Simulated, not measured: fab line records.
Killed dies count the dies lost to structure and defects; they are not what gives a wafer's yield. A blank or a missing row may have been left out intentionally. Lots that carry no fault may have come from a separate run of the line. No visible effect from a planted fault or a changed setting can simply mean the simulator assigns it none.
fab line records	flow n5Finfet
record lots=6	wafers=18	lastDay=17
route steps=1938 shown BEOL_M5@1130 PASSIVATION@1936
lots with no fault: from the same line, run without faults
startH: hours from the record's opening day to when the first of the lot's shown wafers began	waitH: how many hours have passed since the lot's step before this one	" same as the row above	L1.1+2: several wafers, shown together as one row	- no value, or no start given	* or withheld: withheld	< > ~ a bound
route shown NAME@n: NAME is a module with steps in the file, n the number in the route of the first one	usual: average and standard deviation across the fault-free wafers	same: alike in all rows	chamber/n: place in a boat	sites: readings site by site	_std_site: the values' standard deviation	_edge_site: the outer-site mean with the inner-site mean subtracted	radiusMm: for every site, how far away it sits from the centre of the wafer	mask NAME#n: copy n	behind: tool/chamber where the wafer was last shaped	hold: cause of the lot's hold/its duration in hours/its outcome	device: transistor that didn't switch, given as n, p or np	end of line: at the end of the route, the tests of the same wafers	a step without rows: its recipe alone	killed: count of dies lost to structure and defects at first sort (not the wafer's yield)	map: the dies of a wafer, with x for killed, . for not killed, _ for no die there
set.NAME: the setting the step ran with; set.NAME@STEP: the setting that earlier step ran with	model.NAME: the simulator's own value behind a step, which no gauge read
lots at some steps of the route; a table a step, a row a wafer
services: the hour from which a tool's chamber was out of use, counted from the record's first day as startH (under 0 if before that day), plus the number of hours and why
## steps
# step N5_BEOL_M5_ETCH_72
# recipe chemistry=N2/H2	target=underlayer	targetDepthA=65	maskMaterial=CAR-EUV	timeS=5.2	ionEnergyEv=200	pressureMtorr=30	sourceW=840	biasW=150	n2FlowSccm=200	h2FlowSccm=200	ends=cleared
# usual drypumpMotorCurrentA=5.8/0.6	etchRfOnTimeS=5.16/0.074	oesProductAu=0.68/0.084	rfVppV=524.2/2.9	showerheadPlenumPTorr=2.55/0.097	throttleValvePct=17.81/0.21
lot.wafer	tool	chamber	startH	waitH	drypumpMotorCurrentA	etchRfOnTimeS	oesProductAu	rfHoursCounterH	rfVppV	showerheadPlenumPTorr	throttleValvePct
L160.2	rieDiel-03	2	176.43	0.0	5.5	5.22	0.63	183	524.3	2.53	18.09
L160.4	"	3	"	"	6.4	5.19	0.79	-	529.0	2.71	17.45
L160.5	"	0	"	"	5.1	5.24	0.63	-	522.5	2.43	17.67
L167.2	rieDiel-04	0	228.06	0.0	5.4	5.23	0.64	173	525.6	2.64	18.09
L167.3	"	2	"	"	6.1	5.29	0.58	243	522.9	2.50	18.05
L167.4	"	1	"	"	5.4	5.12	0.78	23	525.3	2.59	17.65
L172.3	rieDiel-04	0	252.84	0.0	5.3	5.24	0.63	182	526.0	2.64	18.12
L172.4	"	1	"	"	5.4	5.07	0.78	-	523.2	2.58	17.66
L172.5	"	0	"	"	5.3	5.23	0.64	-	528.4	2.64	18.13
L175.1	rieDiel-04	3	271.62	0.0	6.8	5.27	0.57	242	520.8	2.40	17.70
L175.2	"	0	"	"	5.4	5.25	0.63	188	527.5	2.64	18.12
L175.6	"	0	"	"	5.4	5.28	0.62	-	524.8	2.64	18.11
L178.2	rieDiel-04	3	290.36	0.0	6.8	5.18	0.57	248	518.8	2.40	17.69
L178.3	"	2	"	"	6.1	5.15	0.84	8	523.6	2.50	17.68
L178.5	"	1	"	"	5.4	5.07	0.77	-	528.4	2.58	17.67
L181.1	rieDiel-01	3	310.26	0.0	6.2	5.13	0.64	145	522.1	2.44	17.74
L181.2	"	1	"	"	4.7	5.05	0.75	38	522.9	2.60	17.84
L181.6	"	2	"	"	6.5	5.00	0.76	-	522.2	2.49	17.89
# step N5_BEOL_M5_ETCH_61
# recipe chemistry=CF4	target=SiARC	targetDepthA=156	maskMaterial=CAR-EUV	timeS=26	ionEnergyEv=80	pressureMtorr=40	sourceW=545	biasW=36	Ar_flow_sccm=100	cf4FlowSccm=100	ends=cleared
# step N5_BEOL_M5_ETCH_62
# recipe chemistry=N2/H2	target=SOC	targetDepthA=750	overetchA=150	maskMaterial=SiARC	tempC=40	timeS=112.5	ionEnergyEv=200	pressureMtorr=30	sourceW=840	biasW=150	n2FlowSccm=200	h2FlowSccm=200
# usual drypumpMotorCurrentA=5.8/0.6	oesProductAu=0.63/0.074	rfVppV=524.2/2.7	showerheadPlenumPTorr=2.55/0.097	tempC=39.99/0.11	throttleValvePct=17.77/0.21
lot.wafer	tool	chamber	startH	waitH	drypumpMotorCurrentA	oesProductAu	rfHoursCounterH	rfVppV	showerheadPlenumPTorr	tempC	throttleValvePct
L160.2	rieDiel-03	2	176.48	0.0	5.5	0.58	183	525.4	2.53	39.95	18.05
L160.4	"	3	"	"	6.4	0.73	-	528.8	2.71	39.96	17.41
L160.5	"	0	"	"	5.1	0.58	-	520.6	2.43	39.82	17.65
L167.2	rieDiel-04	0	228.10	0.0	5.4	0.60	173	527.1	2.64	40.10	18.06
L167.3	"	2	"	"	6.1	0.55	243	524.5	2.50	39.92	18.02
L167.4	"	1	"	"	5.4	0.71	23	525.2	2.58	40.25	17.61
L172.3	rieDiel-04	0	252.89	0.0	5.4	0.59	182	526.4	2.64	39.90	18.08
L172.4	"	1	"	"	5.4	0.70	-	525.8	2.58	39.94	17.62
L172.5	"	0	"	"	5.4	0.59	-	526.2	2.64	40.00	18.07
L175.1	rieDiel-04	3	271.66	0.0	6.8	0.53	242	521.0	2.40	40.08	17.65
L175.2	"	0	"	"	5.3	0.59	188	526.8	2.64	40.03	18.07
L175.6	"	0	"	"	5.4	0.59	-	525.1	2.64	39.94	18.09
L178.2	rieDiel-04	3	290.40	0.0	6.8	0.52	249	520.6	2.40	39.96	17.67
L178.3	"	2	"	"	6.1	0.76	8	521.6	2.50	40.03	17.64
L178.5	"	1	"	"	5.4	0.68	-	526.2	2.58	39.99	17.64
L181.1	rieDiel-01	3	310.30	0.0	6.2	0.58	145	521.6	2.44	40.17	17.70
L181.2	"	1	"	"	4.7	0.70	38	525.1	2.60	39.99	17.79
L181.6	"	2	"	"	6.5	0.70	-	523.1	2.49	40.20	17.83
# step N5_BEOL_M5_STRIP_63
# recipe chemistry=N2/H2	tempC=40	n2FlowSccm=200	h2FlowSccm=200	rfFrequencyHz=6e+07
# step N5_BEOL_M5_STRIP_73
# recipe chemistry=N2/H2	tempC=40	n2FlowSccm=200	h2FlowSccm=200	rfFrequencyHz=6e+07
# step N5_BEOL_M5_STRIP_64
# recipe chemistry=CF4	resist=SiARC	powerW=300	biasPowerW=75	pressureMtorr=50	cf4FlowSccm=150	rfFrequencyHz=6e+07
# usual drypumpMotorCurrentA=5.8/0.6	oesProductAu=0.79/0.091	rfVppV=271.3/1.6	showerheadPlenumPTorr=1.80/0.063	throttleValvePct=13.55/0.19
lot.wafer	tool	chamber	startH	waitH	drypumpMotorCurrentA	oesProductAu	rfHoursCounterH	rfVppV	showerheadPlenumPTorr	throttleValvePct
L160.2	rieDiel-03	2	176.60	0.0	5.5	0.73	183	272.1	1.79	13.73
L160.4	"	3	"	"	6.4	0.92	-	271.4	1.90	13.17
L160.5	"	0	"	"	5.1	0.72	-	269.1	1.73	13.52
L167.2	rieDiel-04	0	228.23	0.0	5.4	0.75	173	272.5	1.86	13.76
L167.3	"	2	"	"	6.1	0.69	243	270.4	1.77	13.85
L167.4	"	1	"	"	5.4	0.89	23	271.7	1.83	13.40
L172.3	rieDiel-04	0	253.02	0.0	5.4	0.74	182	270.9	1.85	13.78
L172.4	"	1	"	"	5.4	0.88	-	273.1	1.83	13.42
L172.5	"	0	"	"	5.4	0.74	-	272.0	1.85	13.79
L175.1	rieDiel-04	3	271.79	0.0	6.8	0.66	242	270.0	1.71	13.63
L175.2	"	0	"	"	5.4	0.73	188	272.7	1.85	13.80
L175.6	"	0	"	"	5.3	0.74	-	272.7	1.85	13.78
L178.2	rieDiel-04	3	290.53	0.0	6.7	0.66	249	268.9	1.70	13.66
L178.3	"	2	"	"	6.1	0.95	8	269.2	1.77	13.33
L178.5	"	1	"	"	5.4	0.85	-	271.7	1.82	13.41
L181.1	rieDiel-01	3	310.43	0.0	6.2	0.74	145	268.4	1.72	13.48
L181.2	"	1	"	"	4.7	0.86	38	271.0	1.82	13.48
L181.6	"	2	"	"	6.6	0.86	-	270.2	1.75	13.46
# step N5_BEOL_M5_HM_OPEN_17
# recipe chemistry=Cl2/BCl3	targetDepthA=200	overetchA=60	target=TiN	maskMaterial=SOC	ionEnergyEv=150	pressureMtorr=10	icpW=1000	biasW=126	Cl2_flow_sccm=53.25	bcl3FlowSccm=21.75	Ar_flow_sccm=25
# step N5_BEOL_M5_STRIP_19
# recipe chemistry=O2	powerW=400	tempC=40	pressureMtorr=30	rfFrequencyHz=6e+07	biasPowerW=0	overashFraction=0.2	o2FlowSccm=225
# step N5_BEOL_M5_CD_MEAS_18
# recipe pitchNm=56	targetCdNm=28
# usual cdNm=27.99/0.28
lot.wafer	tool	chamber	startH	waitH	cdNm
L160.2	cdSem-03	-	176.83	0.1	27.83
L160.4	"	-	"	"	28.09
L160.5	"	-	"	"	28.46
L167.2	cdSem-01	-	228.50	0.1	28.09
L167.3	"	-	"	"	28.14
L167.4	"	-	"	"	28.07
L172.3	cdSem-03	-	253.24	0.1	27.82
L172.4	"	-	"	"	27.75
L172.5	"	-	"	"	27.93
L175.1	cdSem-03	-	272.01	0.0	27.85
L175.2	"	-	"	"	27.73
L175.6	"	-	"	"	27.72
L178.2	cdSem-01	-	290.78	0.1	27.98
L178.3	"	-	"	"	27.75
L178.5	"	-	"	"	28.20
L181.1	cdSem-02	-	310.68	0.0	27.93
L181.2	"	-	"	"	28.06
L181.6	"	-	"	"	28.13
# step N5_BEOL_M5_COAT_65
# recipe resist=SOC	tempC=250	timeS=60	spinRpm=1500	resistThkNm=60
# step N5_BEOL_M5_COAT_66
# recipe resist=SiARC	tempC=220	timeS=60	spinRpm=1500	resistThkNm=12
# step N5_BEOL_M5_COAT_74
# recipe resist=underlayer	tempC=205	timeS=60	spinRpm=1500	resistThkNm=5
# step N5_BEOL_M5_COAT_22
# recipe resist=CAR-EUV	spinRpm=1500	resistThkNm=30
# usual spinSpeedRpm=1500.1/1
lot.wafer	tool	chamber	startH	waitH	spinSpeedRpm	model.CAR-EUV_of_BEOL_M5_COAT_22.thkNm
L160.2	lithoTrack-02	0	181.57	-	1500.0	29.8
L160.4	"	0	"	"	1501.3	29.8
L160.5	"	0	"	"	1499.6	29.8
L167.2	lithoTrack-05	0	228.93	-	1500.5	30
L167.3	"	0	"	"	1498.8	30
L167.4	"	0	"	"	1498.7	30
L172.3	lithoTrack-02	0	253.45	-	1621.4	28.8
L172.4	"	0	"	"	1621.9	28.8
L172.5	"	0	"	"	1623.3	28.6
L175.1	lithoTrack-02	0	272.25	-	1621.5	28.8
L175.2	"	0	"	"	1622.0	28.8
L175.6	"	0	"	"	1622.2	28.8
L178.2	lithoTrack-05	0	291.41	-	1499.4	30
L178.3	"	0	"	"	1501.4	30
L178.5	"	0	"	"	1501.4	30
L181.1	lithoTrack-03	0	311.86	-	1498.7	30.2
L181.2	"	0	"	"	1498.3	30.2
L181.6	"	0	"	"	1497.4	30.2
# step N5_BEOL_M5_EBR_24
# recipe solvent=PGMEA	ebrWidthMm=1.5
# step N5_BEOL_M5_SOFTBAKE_23
# recipe tempC=110	timeS=60	resist=CAR-EUV
# step N5_BEOL_M5_EXPOSE_25
# recipe maskId=V4	na=0.33	sourceShape=quasar	sigmaInner=0.2	sigmaOuter=0.6	polarization=unpolarized	defocusNm=10	doseMj=52.75
# step N5_BEOL_M5_PEB_26
# recipe pebTempC=100	pebTimeS=60	resist=CAR-EUV
# step N5_BEOL_M5_DEVELOP_27
# recipe developTimeS=30	developer=TMAH	resist=CAR-EUV	rinseLiquid=surfactantRinse	dry=airSpin	devTempC=23
# step N5_BEOL_M5_CD_MEAS_28
# recipe targetCdNm=30.6	landingEnergyEv=500	detector=seInlens	targetCdYNm=20	polarity=opening
# usual cdNm=30.58/0.25
lot.wafer	tool	chamber	startH	waitH	cdNm
L160.2	cdSem-02	0	181.85	-	30.75
L160.4	"	0	"	"	30.62
L160.5	"	0	"	"	30.71
L167.2	cdSem-01	0	229.20	-	30.65
L167.3	"	0	"	"	30.70
L167.4	"	0	"	"	30.86
L172.3	cdSem-02	0	253.84	-	30.67
L172.4	"	0	"	"	30.52
L172.5	"	0	"	"	30.67
L175.1	cdSem-02	0	272.52	-	30.50
L175.2	"	0	"	"	30.69
L175.6	"	0	"	"	30.64
L178.2	cdSem-01	0	291.68	-	30.37
L178.3	"	0	"	"	30.70
L178.5	"	0	"	"	30.63
L181.1	cdSem-01	0	312.25	-	30.43
L181.2	"	0	"	"	30.65
L181.6	"	0	"	"	30.35
# step N5_BEOL_M5_OVL_MEAS_29
# recipe pointsPerWafer=522
# usual V4_OVL=0.4/0.72
lot.wafer	tool	chamber	startH	waitH	V4_OVL[nm]
L160.2	overlay-02	0	181.88	0.0	0.9
L160.4	"	0	"	"	0.7
L160.5	"	0	"	"	2.0
L167.2	overlay-02	0	229.26	0.1	-0.1
L167.3	"	0	"	"	1.6
L167.4	"	0	"	"	0.7
L172.3	overlay-02	0	253.88	0.0	1.6
L172.4	"	0	"	"	0.6
L172.5	"	0	"	"	0.7
L175.1	overlay-01	0	272.55	0.0	1.4
L175.2	"	0	"	"	0.9
L175.6	"	0	"	"	0.6
L178.2	overlay-01	0	291.72	0.0	1.2
L178.3	"	0	"	"	0.9
L178.5	"	0	"	"	1.6
L181.1	overlay-02	0	312.28	0.0	0.2
L181.2	"	0	"	"	-0.1
L181.6	"	0	"	"	-0.1
# step N5_BEOL_M5_INSPECT_30
# recipe mode=adi	inspectInstrument=brightfield
# usual rawDefectCount=421/96
lot.wafer	tool	chamber	startH	waitH	rawDefectCount
L160.2	defectInspect-01	-	181.93	0.0	431
L160.4	"	-	"	"	386
L160.5	"	-	"	"	455
L167.2	defectInspect-02	-	229.31	0.0	401
L167.3	"	-	"	"	419
L167.4	"	-	"	"	427
L172.3	defectInspect-01	-	253.93	0.0	522
L172.4	"	-	"	"	565
L172.5	"	-	"	"	368
L175.1	defectInspect-02	-	272.61	0.1	343
L175.2	"	-	"	"	348
L175.6	"	-	"	"	318
L178.2	defectInspect-01	-	291.77	0.0	327
L178.3	"	-	"	"	535
L178.5	"	-	"	"	294
L181.1	defectInspect-01	-	312.34	0.1	425
L181.2	"	-	"	"	441
L181.6	"	-	"	"	329
# step N5_BEOL_M5_DESCUM_33
# recipe chemistry=O2	timeS=7	sourcePowerW=50	biasPowerW=20	pressureMtorr=20	rfFrequencyHz=2.712e+07	tempC=40	resist=CAR-EUV	o2FlowSccm=225
# step N5_BEOL_M5_ETCH_75
# recipe chemistry=N2/H2	target=underlayer	targetDepthA=65	maskMaterial=CAR-EUV	timeS=5.2	ionEnergyEv=200	pressureMtorr=30	sourceW=840	biasW=150	n2FlowSccm=200	h2FlowSccm=200	ends=cleared
# usual drypumpMotorCurrentA=5.8/0.56	etchRfOnTimeS=5.17/0.073	oesProductAu=0.67/0.083	rfVppV=524.3/3	showerheadPlenumPTorr=2.56/0.095	throttleValvePct=17.83/0.22
lot.wafer	tool	chamber	startH	waitH	drypumpMotorCurrentA	etchRfOnTimeS	oesProductAu	rfHoursCounterH	rfVppV	showerheadPlenumPTorr	throttleValvePct
L160.2	rieDiel-04	1	182.13	0.0	5.4	5.08	0.81	8	522.8	2.59	17.63
L160.4	"	0	"	"	5.4	5.23	0.65	157	527.5	2.65	18.06
L160.5	"	2	"	"	6.1	5.23	0.61	-	523.1	2.51	18.03
L167.2	rieDiel-03	2	229.69	0.0	5.5	5.15	0.62	204	521.1	2.52	18.13
L167.3	"	3	"	"	6.4	5.19	0.75	28	528.9	2.70	17.51
L167.4	"	1	"	"	6.1	5.17	0.61	158	525.9	2.65	17.92
L172.3	rieDiel-03	2	254.00	0.0	5.5	5.13	0.61	211	522.2	2.51	18.14
L172.4	"	1	"	"	6.1	5.13	0.61	166	526.7	2.65	17.94
L172.5	"	0	"	"	5.2	5.14	0.62	-	520.9	2.42	17.72
L175.1	rieDiel-04	3	272.68	0.0	6.8	5.15	0.57	243	518.3	2.40	17.70
L175.2	"	0	"	"	5.4	5.18	0.64	188	527.4	2.64	18.14
L175.6	"	0	"	"	5.4	5.21	0.64	-	527.5	2.64	18.13
L178.2	rieDiel-04	2	291.99	0.0	6.1	5.15	0.83	9	522.8	2.50	17.69
L178.3	"	1	"	"	5.4	5.06	0.75	41	523.8	2.58	17.68
L178.5	"	1	"	"	5.4	5.04	0.74	-	525.3	2.58	17.69
L181.1	rieDiel-04	2	312.41	0.0	6.1	5.13	0.80	17	519.9	2.49	17.69
L181.2	"	1	"	"	5.4	5.05	0.74	49	523.2	2.57	17.71
L181.6	"	0	"	"	5.4	5.24	0.62	-	527.7	2.63	18.15
# step N5_BEOL_M5_ETCH_67
# recipe chemistry=CF4	target=SiARC	targetDepthA=156	maskMaterial=CAR-EUV	timeS=26	ionEnergyEv=80	pressureMtorr=40	sourceW=545	biasW=36	Ar_flow_sccm=100	cf4FlowSccm=100	ends=cleared
# usual drypumpMotorCurrentA=5.8/0.56	etchRfOnTimeS=25.8/0.35	oesProductAu=0.68/0.083	rfVppV=184.5/1.2	showerheadPlenumPTorr=2.16/0.075	throttleValvePct=15.60/0.19
lot.wafer	tool	chamber	startH	waitH	drypumpMotorCurrentA	etchRfOnTimeS	oesProductAu	rfHoursCounterH	rfVppV	showerheadPlenumPTorr	throttleValvePct	model.CAR-EUV_of_BEOL_M5_COAT_22.thkNm
L160.2	rieDiel-04	1	182.15	0.0	5.4	25.5	0.81	8	183.8	2.19	15.45	11
L160.4	"	0	"	"	5.4	26.2	0.66	157	187.0	2.23	15.77	11
L160.5	"	2	"	"	6.1	26.1	0.60	-	182.7	2.12	15.81	10.8
L167.2	rieDiel-03	2	229.71	0.0	5.5	25.5	0.62	204	183.7	2.13	15.78	11.2
L167.3	"	3	"	"	6.4	25.8	0.75	28	184.5	2.27	15.28	11.2
L167.4	"	1	"	"	6.1	25.8	0.62	158	186.0	2.22	15.74	11.2
L172.3	rieDiel-03	2	254.01	0.0	5.5	25.5	0.61	211	185.9	2.12	15.80	9.8
L172.4	"	1	"	"	6.1	26.1	0.61	166	186.2	2.22	15.76	10
L172.5	"	0	"	"	5.1	25.7	0.62	-	183.0	2.05	15.57	9.8
L175.1	rieDiel-04	3	272.69	0.0	6.8	25.8	0.57	243	184.3	2.03	15.61	10
L175.2	"	0	"	"	5.3	25.9	0.64	188	186.3	2.22	15.83	10
L175.6	"	0	"	"	5.4	25.6	0.64	-	184.3	2.22	15.83	10
L178.2	rieDiel-04	2	292.01	0.0	6.1	26.1	0.82	9	183.8	2.11	15.39	11
L178.3	"	1	"	"	5.4	25.8	0.75	41	185.0	2.18	15.52	11
L178.5	"	1	"	"	5.4	25.7	0.75	-	184.4	2.18	15.53	11
L181.1	rieDiel-04	2	312.42	0.0	6.1	25.8	0.80	17	184.1	2.10	15.39	11.4
L181.2	"	1	"	"	5.4	25.2	0.75	49	184.9	2.18	15.53	11.4
L181.6	"	0	"	"	5.4	26.2	0.62	-	185.6	2.21	15.84	11.4
# step N5_BEOL_M5_ETCH_68
# recipe chemistry=N2/H2	target=SOC	targetDepthA=800	overetchA=160	maskMaterial=SiARC	tempC=40	timeS=120	ionEnergyEv=200	pressureMtorr=30	sourceW=840	biasW=150	n2FlowSccm=200	h2FlowSccm=200
# usual drypumpMotorCurrentA=5.8/0.57	oesProductAu=0.60/0.07	rfVppV=524.4/2.7	showerheadPlenumPTorr=2.56/0.095	tempC=39.99/0.1	throttleValvePct=17.79/0.22
lot.wafer	tool	chamber	startH	waitH	drypumpMotorCurrentA	oesProductAu	rfHoursCounterH	rfVppV	showerheadPlenumPTorr	tempC	throttleValvePct
L160.2	rieDiel-04	1	182.18	0.0	5.4	0.72	8	525.3	2.59	39.85	17.59
L160.4	"	0	"	"	5.4	0.59	157	527.0	2.65	39.99	18.01
L160.5	"	2	"	"	6.1	0.54	-	522.6	2.51	39.78	18.01
L167.2	rieDiel-03	2	229.73	0.0	5.5	0.55	204	522.6	2.52	39.83	18.08
L167.3	"	3	"	"	6.4	0.67	28	528.9	2.70	39.93	17.45
L167.4	"	1	"	"	6.1	0.56	158	526.3	2.65	39.92	17.89
L172.3	rieDiel-03	2	254.04	0.0	5.5	0.55	211	524.6	2.51	39.95	18.10
L172.4	"	1	"	"	6.1	0.55	166	526.4	2.65	39.90	17.90
L172.5	"	0	"	"	5.1	0.54	-	518.8	2.42	39.89	17.67
L175.1	rieDiel-04	3	272.72	0.0	6.7	0.52	243	519.9	2.40	40.05	17.64
L175.2	"	0	"	"	5.4	0.57	188	525.9	2.64	39.80	18.09
L175.6	"	0	"	"	5.3	0.57	-	526.5	2.64	39.81	18.08
L178.2	rieDiel-04	2	292.04	0.0	6.1	0.74	9	522.8	2.50	39.95	17.64
L178.3	"	1	"	"	5.4	0.67	41	525.2	2.58	40.16	17.65
L178.5	"	1	"	"	5.4	0.66	-	525.1	2.58	40.11	17.64
L181.1	rieDiel-04	2	312.45	0.0	6.1	0.71	17	522.3	2.49	40.00	17.65
L181.2	"	1	"	"	5.4	0.65	49	524.8	2.57	40.00	17.66
L181.6	"	0	"	"	5.4	0.56	-	527.6	2.63	40.17	18.09
# step N5_PASSIVATION_PROBE_49
# usual defectLimitedYield=91.7/1.5	killed_at_M0_to_M3=30/8.6	killed_at_M4_up=12/4.5	killedAtContacts=13/5.8	killedAtFrontEnd=38/11	killedAtOther=4/3	killedDies=97/17	killedOpen=63/12	killedShort=32/8.8	sort_bin_5_function=4.8/0.91	sort_bin_6_memory=3.1/0.68	sortNPass=1083/17	sortYieldPct=91.7/1.5
# same grossDies=1180	killedAtBackSide=0	sort_bin_4_leakage[%]=0	sort_bin_8_speed[%]=0
lot.wafer	tool	chamber	startH	waitH	defectLimitedYield[%]	killed_at_M0_to_M3	killed_at_M4_up	killedAtContacts	killedAtFrontEnd	killedAtOther	killedDies	killedOpen	killedShort	sort_bin_5_function[%]	sort_bin_6_memory[%]	sortNPass	sortYieldPct[%]
L160.2	prober-02	-	292.83	0.1	93.1	30	7	6	35	3	81	50	30	3.5	3.1	1099	93.1
L160.4	prober-02	-	292.93	0.2	91.5	32	11	12	42	3	100	69	31	4.8	3.5	1080	91.5
L160.5	prober-02	-	292.98	0.2	93.6	32	8	9	21	6	76	59	16	3.3	3.0	1104	93.6
L167.2	prober-02	-	325.53	0.1	93.4	25	8	18	25	2	78	45	30	3.6	2.8	1102	93.4
L167.3	prober-02	-	325.58	0.1	91.3	30	17	13	43	0	103	67	33	5.2	3.3	1077	91.3
L167.4	prober-02	-	325.63	0.2	93.1	33	12	4	30	2	81	51	29	3.9	2.6	1099	93.1
L172.4	prober-02	-	363.58	0.2	93.6	29	11	9	27	0	76	57	18	3.6	2.8	1104	93.6
L175.1	prober-01	-	373.39	0.0	93.6	22	10	6	36	2	76	58	16	4.3	2.0	1104	93.6
L175.2	prober-01	-	373.44	0.1	92.5	21	12	13	37	5	88	49	36	4.7	2.2	1092	92.5
L175.6	prober-01	-	373.64	0.3	93.2	14	22	10	28	6	80	49	29	3.6	2.8	1100	93.2
L181.1	prober-01	-	415.81	0.0	93.2	31	9	9	31	0	80	52	25	4.1	2.4	1100	93.2
L181.2	prober-01	-	415.86	0.1	91.9	28	14	12	40	2	96	65	30	4.7	3.1	1084	91.9
L181.6	prober-01	-	416.06	0.3	93.3	20	8	16	30	5	79	48	27	4.0	2.1	1101	93.3
# killed by level:class
L160.2 FIN_SAQP:geometricParticle:open=8 GATE_CUT:geometricParticle:short=8 BEOL_M0_SAQP:geometricParticle:open=8 BEOL_M3:geometricParticle:open=8 FIN_SAQP:geometricParticle:short=6 BEOL_M0_SAQP:geometricParticle:short=4 BEOL_M2:geometricParticle:open=4 BEOL_M5:geometricParticle:open=4
L160.4 FIN_SAQP:geometricParticle:open=16 BEOL_M0_SAQP:geometricParticle:short=9 MOL_CONTACT_COAG:geometricParticle:open=9 FIN_SAQP:geometricParticle:short=7 BEOL_M0_SAQP:geometricParticle:open=7 BEOL_M0:geometricParticle:open=6 BEOL_M5:geometricParticle:open=4 BEOL_M2:geometricParticle:open=4
L160.5 MOL_CONTACT_COAG:geometricParticle:open=9 BEOL_M2:geometricParticle:open=8 BEOL_M3:geometricParticle:open=7 BEOL_M1:geometricParticle:open=6 FIN_SAQP:geometricParticle:open=5 BEOL_M0_SAQP:geometricParticle:open=5 DUMMY_GATE:geometricParticle:open=4 BEOL_M5:geometricParticle:open=4
L167.2 MOL_CONTACT_COAG:geometricParticle:open=14 BEOL_M2:geometricParticle:open=6 BEOL_M3:geometricParticle:open=6 BEOL_M0_SAQP:geometricParticle:short=5 MOL_CONTACT_COAG:geometricParticle:short=4 STARTING-WAFER:geometricParticle:short=4 FIN_SAQP:geometricParticle:short=3 STARTING-WAFER:geometricParticle:open=3
L167.3 MOL_CONTACT_COAG:geometricParticle:open=10 GATE_CUT:geometricParticle:short=9 BEOL_M1:geometricParticle:open=8 DUMMY_GATE:geometricParticle:open=7 GATE_CUT:geometricParticle:open=7 BEOL_M0_SAQP:geometricParticle:open=7 BEOL_M4:geometricParticle:open=7 STI_FIN_REVEAL:geometricParticle:open=5
L167.4 BEOL_M3:geometricParticle:open=12 GATE_CUT:geometricParticle:short=9 STI_FIN_REVEAL:geometricParticle:open=5 STARTING-WAFER:geometricParticle:short=5 MOL_CONTACT_COAG:geometricParticle:open=4 BEOL_M1:geometricParticle:open=4 BEOL_M0_SAQP:geometricParticle:short=3 BEOL_M0:geometricParticle:open=3
L172.4 MOL_CONTACT_COAG:geometricParticle:open=8 BEOL_M0_SAQP:geometricParticle:open=6 BEOL_M1:geometricParticle:open=6 STARTING-WAFER:geometricParticle:short=6 BEOL_M3:geometricParticle:open=5 BEOL_M6:geometricParticle:open=5 GATE_CUT:geometricParticle:open=4 BEOL_M0_SAQP:geometricParticle:short=4
L175.1 STI_FIN_REVEAL:geometricParticle:open=15 BEOL_M3:geometricParticle:open=9 DUMMY_GATE:geometricParticle:open=5 MOL_CONTACT_COAG:geometricParticle:open=5 BEOL_M4:geometricParticle:open=5 FIN_SAQP:geometricParticle:open=3 GATE_CUT:geometricParticle:short=3 BEOL_M0_SAQP:geometricParticle:open=3
L175.2 MOL_CONTACT_COAG:geometricParticle:open=11 BEOL_M3:geometricParticle:open=9 ILD0:geometricParticle:open=6 ILD0:geometricParticle:short=5 GATE_CUT:geometricParticle:short=5 FIN_SAQP:geometricParticle:short=4 BEOL_M4:geometricParticle:open=4 STARTING-WAFER:geometricParticle:open=4
L175.6 BEOL_M4:geometricParticle:open=11 FIN_SAQP:geometricParticle:short=9 MOL_CONTACT_COAG:geometricParticle:open=9 FIN_SAQP:geometricParticle:open=4 BEOL_M1:geometricParticle:short=4 BEOL_M3:geometricParticle:open=4 BEOL_M8:geometricParticle:open=4 STARTING-WAFER:geometricParticle:open=4
L181.1 BEOL_M3:geometricParticle:open=8 BEOL_M0_SAQP:geometricParticle:short=6 BEOL_M1:geometricParticle:open=6 FIN_SAQP:geometricParticle:short=5 BEOL_M0_SAQP:geometricParticle:open=5 STI_FIN_REVEAL:geometricParticle:open=5 MOL_CONTACT_COAG:geometricParticle:open=5 DUMMY_GATE:geometricParticle:open=4
L181.2 STI_FIN_REVEAL:geometricParticle:open=11 MOL_CONTACT_COAG:geometricParticle:open=9 BEOL_M1:geometricParticle:open=8 BEOL_M0_SAQP:geometricParticle:open=7 BEOL_M4:geometricParticle:open=7 FIN_SAQP:geometricParticle:open=6 FIN_SAQP:geometricParticle:short=6 BEOL_M0_SAQP:geometricParticle:short=5
L181.6 MOL_CONTACT_COAG:geometricParticle:open=10 FIN_SAQP:geometricParticle:short=6 STI_FIN_REVEAL:geometricParticle:open=6 MOL_CONTACT_COAG:geometricParticle:short=6 BEOL_M3:geometricParticle:open=5 BEOL_M0_SAQP:geometricParticle:short=4 BEOL_M1:geometricParticle:open=4 BEOL_M5:geometricParticle:open=4
## services
tool	chamber	startH	hours	kind
rieDiel-04	0	161.53	6.6	repair
rieDiel-03	1	175.27	12.3	repair
rieDiel-01	2	178.99	-	clean
rieDiel-01	2	178.99	-	consumableReplace:focusRing
rieDiel-01	2	178.99	18.5	scheduledDown
rieDiel-01	2	178.99	18.5	ventCycle
rieDiel-04	3	193.45	8.9	repair
rieDiel-04	-	211.67	2.8	pm
rieDiel-01	-	217.33	9.7	repair
rieDiel-04	-	217.33	2.1	repair
rieDiel-01	-	229.97	2.8	pm
lithoTrack-05	-	235.69	-	consumableReplace:filter
rieDiel-04	1	239.23	6.4	repair
rieDiel-04	2	247.20	-	clean
rieDiel-04	2	247.20	-	consumableReplace:focusRing
rieDiel-04	2	247.20	17.3	scheduledDown
rieDiel-04	2	247.20	17.3	ventCycle
rieDiel-01	3	284.47	7.4	repair
rieDiel-04	3	295.36	-	clean
rieDiel-04	3	295.36	-	consumableReplace:focusRing
rieDiel-04	3	295.36	-	consumableReplace:showerhead
rieDiel-04	3	295.36	27.3	scheduledDown
rieDiel-04	3	295.36	27.3	ventCycle
## key
firstSign step=N5_BEOL_M5_COAT_22	reading=spinSpeedRpm	direction=up	sigmas=99+	usual=*	struck=*
effect none on later readings
modelEffect step=N5_BEOL_M5_COAT_22	value=CAR-EUV_of_BEOL_M5_COAT_22.thkNm	without=29.9	struck=28.77
modelEffect step=N5_BEOL_M5_ETCH_67	value=CAR-EUV_of_BEOL_M5_COAT_22.thkNm	without=11.13	struck=9.933
metAt N5_BEOL_M5_COAT_22
struckWafers L172.3,L172.4,L172.5,L175.1,L175.2,L175.6
onsetBetween 181.57 253.45
fault kind=processParameterDrift	tool=lithoTrack-02	chamber=-	onsetH=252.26	steps=N5_BEOL_M5_COAT_22	channel=spinRpm	offset=*	shape=step	endH=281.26	actsIn=*	stated=*
